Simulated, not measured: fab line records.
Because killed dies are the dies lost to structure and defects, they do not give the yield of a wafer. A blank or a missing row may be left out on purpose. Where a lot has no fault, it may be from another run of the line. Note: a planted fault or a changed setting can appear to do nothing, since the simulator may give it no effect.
Which tool did it? -- flow n5Finfet -- 24 lots, 72 wafers sampled, at 6 steps of a route of 1938

== WHAT THE GAUGES READ, wafer by wafer ==
The record holds no reading of a measuring or inspecting step that can be judged against a usual standard deviation.

== EACH LOT AND THE TOOL THAT RAN IT (in order: tool; ch and the chambers of the sampled wafers; start) ==
lot,N5_BEOL_M1_ETCH_63,N5_BEOL_M1_STRIP_66,N5_BEOL_M1_ALD_98,N5_BEOL_M1_ANNEAL_80,N5_BEOL_M1_SPUTTER_90,N5_BEOL_M1_SPUTTER_92
L074,"rieDiel-03 ch 0,1,3, day 5 23:55","rieDiel-03 ch 0,1,3, day 6 00:05","aldSin-02 ch 1,2, day 6 01:49","pvdSputter-01, day 6 13:31","pvdSputter-01, day 6 14:19","pvdSputter-01, day 6 14:32"
L075,"rieDiel-05 ch 1,2,3, day 6 10:24","rieDiel-05 ch 1,2,3, day 6 10:34","aldSin-01 ch 0,3, day 6 11:29","pvdSputter-02, day 6 14:32","pvdSputter-02, day 6 15:20","pvdSputter-02, day 6 15:33"
L076,"rieDiel-05 ch 0,1,2, day 6 16:13","rieDiel-05 ch 0,1,2, day 6 16:22","aldSin-01 ch 0,2,3, day 6 17:29","pvdSputter-01, day 6 19:11","pvdSputter-01, day 6 19:59","pvdSputter-01, day 6 20:13"
L077,"rieDiel-03 ch 1,2,3, day 6 22:10","rieDiel-03 ch 1,2,3, day 6 22:20","aldSin-02 ch 0,1,2, day 6 23:15","pvdSputter-03, day 7 02:47","pvdSputter-03, day 7 03:35","pvdSputter-03, day 7 03:48"
L078,"rieDiel-06 ch 0,2, day 7 11:32","rieDiel-06 ch 0,2, day 7 11:42","aldSin-01 ch 0,1, day 7 12:31","pvdSputter-02, day 8 05:23","pvdSputter-02, day 8 06:11","pvdSputter-02, day 8 06:25"
L079,"rieDiel-06 ch 1,2, day 7 16:38","rieDiel-06 ch 1,2, day 7 16:47","aldSin-01 ch 0,2, day 7 17:46","pvdSputter-03, day 8 06:22","pvdSputter-03, day 8 07:10","pvdSputter-03, day 8 07:23"
L080,"rieDiel-05 ch 0,1, day 7 16:57","rieDiel-05 ch 0,1, day 7 17:06","aldSin-04 ch 0,1,3, day 7 18:10","pvdSputter-02, day 8 07:26","pvdSputter-02, day 8 08:14","pvdSputter-02, day 8 08:27"
L081,"rieDiel-03 ch 0,1, day 7 21:13","rieDiel-03 ch 0,1, day 7 21:22","aldSin-01 ch 0,1,3, day 7 22:23","pvdSputter-02, day 8 11:28","pvdSputter-02, day 8 12:16","pvdSputter-02, day 8 12:29"
L082,"rieDiel-05 ch 0,1,3, day 7 23:50","rieDiel-05 ch 0,1,3, day 7 23:59","aldSin-02 ch 0,1,2, day 8 01:02","pvdSputter-03, day 8 09:13","pvdSputter-03, day 8 10:01","pvdSputter-03, day 8 10:14"
L083,"rieDiel-03 ch 0,2, day 8 03:34","rieDiel-03 ch 0,2, day 8 03:43","aldSin-01 ch 1,2, day 8 04:43","pvdSputter-03, day 8 12:54","pvdSputter-03, day 8 13:42","pvdSputter-03, day 8 13:55"
L084,"rieDiel-03 ch 1,2,3, day 8 08:34","rieDiel-03 ch 1,2,3, day 8 08:43","aldSin-04 ch 0,1,2, day 8 09:38","pvdSputter-02, day 8 13:46","pvdSputter-02, day 8 14:34","pvdSputter-02, day 8 14:47"
L085,"rieDiel-05 ch 1,3, day 8 19:52","rieDiel-05 ch 1,3, day 8 20:01","aldSin-01 ch 0,2, day 8 21:10","pvdSputter-03, day 8 23:08","pvdSputter-03, day 8 23:56","pvdSputter-03, day 9 00:10"
L086,"rieDiel-06 ch 0,1,2, day 9 04:29","rieDiel-06 ch 0,1,2, day 9 04:38","aldSin-01 ch 1,2, day 9 05:26","pvdSputter-02, day 9 12:53","pvdSputter-02, day 9 13:41","pvdSputter-02, day 9 13:55"
L087,"rieDiel-05 ch 1,2, day 9 09:20","rieDiel-05 ch 1,2, day 9 09:29","aldSin-04 ch 0,1,2, day 9 10:17","pvdSputter-01, day 9 16:36","pvdSputter-01, day 9 17:24","pvdSputter-01, day 9 17:37"
L088,"rieDiel-06 ch 1,2,3, day 9 14:16","rieDiel-06 ch 1,2,3, day 9 14:25","aldSin-01 ch 2,3, day 9 15:13","pvdSputter-03, day 9 17:50","pvdSputter-03, day 9 18:38","pvdSputter-03, day 9 18:51"
L089,"rieDiel-05 ch 1,2,3, day 9 17:19","rieDiel-05 ch 1,2,3, day 9 17:28","aldSin-04 ch 0,1,2, day 9 18:46","pvdSputter-03, day 10 01:55","pvdSputter-03, day 10 02:43","pvdSputter-03, day 10 02:56"
L090,"rieDiel-06 ch 0,1,3, day 9 22:14","rieDiel-06 ch 0,1,3, day 9 22:23","aldSin-02 ch 0,1,3, day 9 23:24","pvdSputter-03, day 10 03:45","pvdSputter-03, day 10 04:33","pvdSputter-03, day 10 04:46"
L091,"rieDiel-06 ch 0,1, day 10 13:04","rieDiel-06 ch 0,1, day 10 13:19","aldSin-01 ch 1,2,3, day 10 14:44","pvdSputter-02, day 10 21:20","pvdSputter-02, day 10 22:08","pvdSputter-02, day 10 22:21"
L092,"rieDiel-03 ch 0,1,2, day 10 13:44","rieDiel-03 ch 0,1,2, day 10 13:54","aldSin-01 ch 0,1,3, day 10 14:49","pvdSputter-01, day 10 21:39","pvdSputter-01, day 10 22:27","pvdSputter-01, day 10 22:40"
L093,"rieDiel-05 ch 0,3, day 11 03:04","rieDiel-05 ch 0,3, day 11 03:13","aldSin-01 ch 1,2,3, day 11 04:40","pvdSputter-03, day 11 07:11","pvdSputter-03, day 11 07:59","pvdSputter-03, day 11 08:13"
L094,"rieDiel-06 ch 1,3, day 11 06:47","rieDiel-06 ch 1,3, day 11 06:56","aldSin-02 ch 1,2, day 11 07:52","pvdSputter-03, day 11 11:03","pvdSputter-03, day 11 11:51","pvdSputter-03, day 11 12:04"
L095,"rieDiel-06 ch 0,2, day 11 13:09","rieDiel-06 ch 0,2, day 11 13:19","aldSin-01 ch 0,1,2, day 11 14:15","pvdSputter-02, day 11 19:58","pvdSputter-02, day 11 20:46","pvdSputter-02, day 11 20:59"
L096,"rieDiel-06 ch 0,1,3, day 11 16:18","rieDiel-06 ch 0,1,3, day 11 16:28","aldSin-02 ch 0,1,2, day 11 17:16","pvdSputter-03, day 11 22:38","pvdSputter-03, day 11 23:26","pvdSputter-03, day 11 23:39"
L097,"rieDiel-06 ch 0,3, day 12 00:33","rieDiel-06 ch 0,3, day 12 00:43","aldSin-02 ch 0,1,2, day 12 01:44","pvdSputter-02, day 12 04:52","pvdSputter-02, day 12 05:40","pvdSputter-02, day 12 05:53"
- N5_BEOL_M1_ETCH_63: etches SiARC in CF4, target depth 15.6 nm, time 26 s.
- N5_BEOL_M1_STRIP_66: strips in CF4.
- N5_BEOL_M1_ALD_98: deposits SiO2, target thk 2.5 nm, pulse time 1 s, co reactant pulse time 1 s.
- N5_BEOL_M1_ANNEAL_80: time 240 s.
- N5_BEOL_M1_SPUTTER_90: material Cu, target thk 4.5 nm, time 8.29 s.
- N5_BEOL_M1_SPUTTER_92: material Cu, target thk 4.5 nm, time 8.29 s.

== AS READ BY THE TOOLS THEMSELVES (means over the sampled wafers that have a number; for cases with no such wafer, the mark the record gives instead) ==
N5_BEOL_M1_ETCH_63.
lot,tool,drypumpMotorCurrentA (A),etchRfOnTimeS (s),oesProductAu (a.u.),rfVppV (V),showerheadPlenumPTorr (Torr),throttleValvePct (%)
L074,rieDiel-03,5.45,26.3,0.64,184.9,2.20,15.60
L075,rieDiel-05,5.48,25.5,0.69,184.0,2.14,15.45
L076,rieDiel-05,5.38,25.7,0.67,184.6,2.17,15.58
L077,rieDiel-03,5.22,26.4,0.63,184.7,2.20,15.75
L078,rieDiel-06,5.36,25.7,0.64,184.1,2.19,15.64
L079,rieDiel-06,5.59,26.2,0.60,184.4,2.18,15.89
L080,rieDiel-05,5.17,26.0,0.66,184.5,2.16,15.71
L081,rieDiel-03,5.50,26.2,0.67,185.4,2.23,15.51
L082,rieDiel-05,5.25,25.8,0.67,184.2,2.14,15.57
L083,rieDiel-03,5.70,26.7,0.60,183.8,2.12,15.51
L084,rieDiel-03,5.22,26.3,0.63,185.1,2.20,15.76
L085,rieDiel-05,5.38,25.7,0.68,183.4,2.12,15.45
L086,rieDiel-06,5.46,25.5,0.70,183.8,2.18,15.62
L087,rieDiel-05,5.53,25.3,0.78,184.3,2.12,15.17
L088,rieDiel-06,5.54,25.9,0.68,183.1,2.16,15.72
L089,rieDiel-05,5.48,25.6,0.73,184.8,2.13,15.35
L090,rieDiel-06,5.28,25.7,0.68,184.3,2.18,15.57
L091,rieDiel-06,5.33,25.1,0.74,184.6,2.20,15.43
L092,rieDiel-03,5.48,26.3,0.62,184.6,2.16,15.61
L093,rieDiel-05,5.12,25.8,0.76,183.5,2.17,15.56
L094,rieDiel-06,5.35,25.8,0.66,184.4,2.16,15.68
L095,rieDiel-06,5.63,25.5,0.63,184.5,2.16,15.84
L096,rieDiel-06,5.28,25.3,0.66,184.2,2.18,15.60
L097,rieDiel-06,5.16,25.5,0.61,185.0,2.18,15.66

N5_BEOL_M1_STRIP_66.
lot,tool,drypumpMotorCurrentA (A),oesProductAu (a.u.),powerW (W),rfVppV (V),showerheadPlenumPTorr (Torr),throttleValvePct (%)
L074,rieDiel-03,5.45,0.75,300.1,272.4,1.84,13.58
L075,rieDiel-05,5.50,0.79,299.3,271.7,1.79,13.41
L076,rieDiel-05,5.40,0.77,300.8,271.2,1.81,13.57
L077,rieDiel-03,5.24,0.73,299.9,271.8,1.84,13.73
L078,rieDiel-06,5.34,0.74,299.8,272.5,1.83,13.63
L079,rieDiel-06,5.58,0.70,300.3,271.9,1.82,13.88
L080,rieDiel-05,5.16,0.76,300.5,271.5,1.81,13.69
L081,rieDiel-03,5.49,0.78,300.2,272.4,1.86,13.45
L082,rieDiel-05,5.26,0.77,300.3,271.3,1.79,13.54
L083,rieDiel-03,5.70,0.71,301.1,270.7,1.77,13.53
L084,rieDiel-03,5.24,0.72,300.4,273.1,1.84,13.77
L085,rieDiel-05,5.36,0.78,298.6,271.5,1.76,13.42
L086,rieDiel-06,5.47,0.80,300.3,272.7,1.82,13.57
L087,rieDiel-05,5.53,0.90,298.9,271.0,1.77,13.12
L088,rieDiel-06,5.54,0.79,300.1,272.2,1.81,13.69
L089,rieDiel-05,5.48,0.84,300.7,271.3,1.78,13.29
L090,rieDiel-06,5.28,0.78,299.7,272.0,1.83,13.54
L091,rieDiel-06,5.34,0.85,300.0,271.6,1.84,13.36
L092,rieDiel-03,5.50,0.72,300.2,271.4,1.81,13.60
L093,rieDiel-05,5.13,0.87,300.8,271.9,1.81,13.52
L094,rieDiel-06,5.37,0.76,299.7,271.7,1.80,13.65
L095,rieDiel-06,5.61,0.72,300.4,272.2,1.81,13.85
L096,rieDiel-06,5.27,0.77,300.2,271.0,1.82,13.57
L097,rieDiel-06,5.17,0.70,299.7,272.2,1.82,13.65

N5_BEOL_M1_ALD_98.
lot,tool,heaterPowerW (W),precursorPulseHeightRel
L074,aldSin-02,78,1.007
L075,aldSin-01,80,1.002
L076,aldSin-01,78,1.014
L077,aldSin-02,73,1.007
L078,aldSin-01,80,1.005
L079,aldSin-01,76,1.016
L080,aldSin-04,82,1.023
L081,aldSin-01,78,1.011
L082,aldSin-02,73,1.002
L083,aldSin-01,76,0.995
L084,aldSin-04,82,0.971
L085,aldSin-01,81,1.007
L086,aldSin-01,78,0.983
L087,aldSin-04,82,1.004
L088,aldSin-01,75,0.996
L089,aldSin-04,81,1.015
L090,aldSin-02,73,1.007
L091,aldSin-01,77,1.003
L092,aldSin-01,79,1.017
L093,aldSin-01,76,0.979
L094,aldSin-02,78,0.987
L095,aldSin-01,79,1.007
L096,aldSin-02,74,0.998
L097,aldSin-02,73,0.993

N5_BEOL_M1_ANNEAL_80.
lot,tool,heaterPowerW (W),susceptor_temp_C_max
L074,pvdSputter-01,828,401.0
L075,pvdSputter-02,887,400.9
L076,pvdSputter-01,800,400.9
L077,pvdSputter-03,805,400.7
L078,pvdSputter-02,904,400.7
L079,pvdSputter-03,791,401.0
L080,pvdSputter-02,840,401.3
L081,pvdSputter-02,910,400.8
L082,pvdSputter-03,805,400.4
L083,pvdSputter-03,858,400.8
L084,pvdSputter-02,848,400.8
L085,pvdSputter-03,751,400.4
L086,pvdSputter-02,805,401.2
L087,pvdSputter-01,806,401.4
L088,pvdSputter-03,741,400.5
L089,pvdSputter-03,880,400.7
L090,pvdSputter-03,807,400.6
L091,pvdSputter-02,905,400.5
L092,pvdSputter-01,831,401.4
L093,pvdSputter-03,863,400.5
L094,pvdSputter-03,798,400.8
L095,pvdSputter-02,912,401.0
L096,pvdSputter-03,824,400.4
L097,pvdSputter-02,838,401.0

N5_BEOL_M1_SPUTTER_90.
lot,tool,throttleValvePct (%)
L074,pvdSputter-01,30.0
L075,pvdSputter-02,29.4
L076,pvdSputter-01,30.0
L077,pvdSputter-03,28.8
L078,pvdSputter-02,30.3
L079,pvdSputter-03,28.9
L080,pvdSputter-02,30.2
L081,pvdSputter-02,29.7
L082,pvdSputter-03,28.5
L083,pvdSputter-03,29.7
L084,pvdSputter-02,29.9
L085,pvdSputter-03,28.4
L086,pvdSputter-02,28.6
L087,pvdSputter-01,29.1
L088,pvdSputter-03,28.2
L089,pvdSputter-03,29.7
L090,pvdSputter-03,28.9
L091,pvdSputter-02,29.7
L092,pvdSputter-01,28.8
L093,pvdSputter-03,29.4
L094,pvdSputter-03,29.1
L095,pvdSputter-02,30.3
L096,pvdSputter-03,28.7
L097,pvdSputter-02,29.0

N5_BEOL_M1_SPUTTER_92.
lot,tool,throttleValvePct (%)
L074,pvdSputter-01,30.0
L075,pvdSputter-02,29.4
L076,pvdSputter-01,30.0
L077,pvdSputter-03,28.8
L078,pvdSputter-02,30.2
L079,pvdSputter-03,29.0
L080,pvdSputter-02,30.2
L081,pvdSputter-02,29.8
L082,pvdSputter-03,28.8
L083,pvdSputter-03,29.9
L084,pvdSputter-02,30.1
L085,pvdSputter-03,28.4
L086,pvdSputter-02,28.6
L087,pvdSputter-01,29.1
L088,pvdSputter-03,28.2
L089,pvdSputter-03,29.7
L090,pvdSputter-03,29.0
L091,pvdSputter-02,29.7
L092,pvdSputter-01,29.0
L093,pvdSputter-03,29.5
L094,pvdSputter-03,29.2
L095,pvdSputter-02,30.3
L096,pvdSputter-03,28.6
L097,pvdSputter-02,29.0

== THE ANSWER, worked out from the rows above alone ==
Rule: the lots themselves supply what counts as usual. Put in order of their means at a reading, lots are off if they are a third of the lots or fewer, leave a main group of 4 or more, and stand apart from it by a gap of 3 or more times the standard deviation of the main group's means; of several such gaps the widest counts. A main group is skipped when, at the precision printed for the reading in the tables above, its means are all equal. Also off: a lot with no number at a reading for which 4 or more lots have one. Any other lot the step has rows for is counted as sound. First the gauges in route order, then the tools' own readings, where a lot's mean is used as printed above. At the first step where some lot is off, the reading lying furthest off is the one used; lots without a number count as furthest.
None of the lots is off at any reading shown; this tells nothing.

== WHAT WAS PUT IN BY THE SIMULATOR ==
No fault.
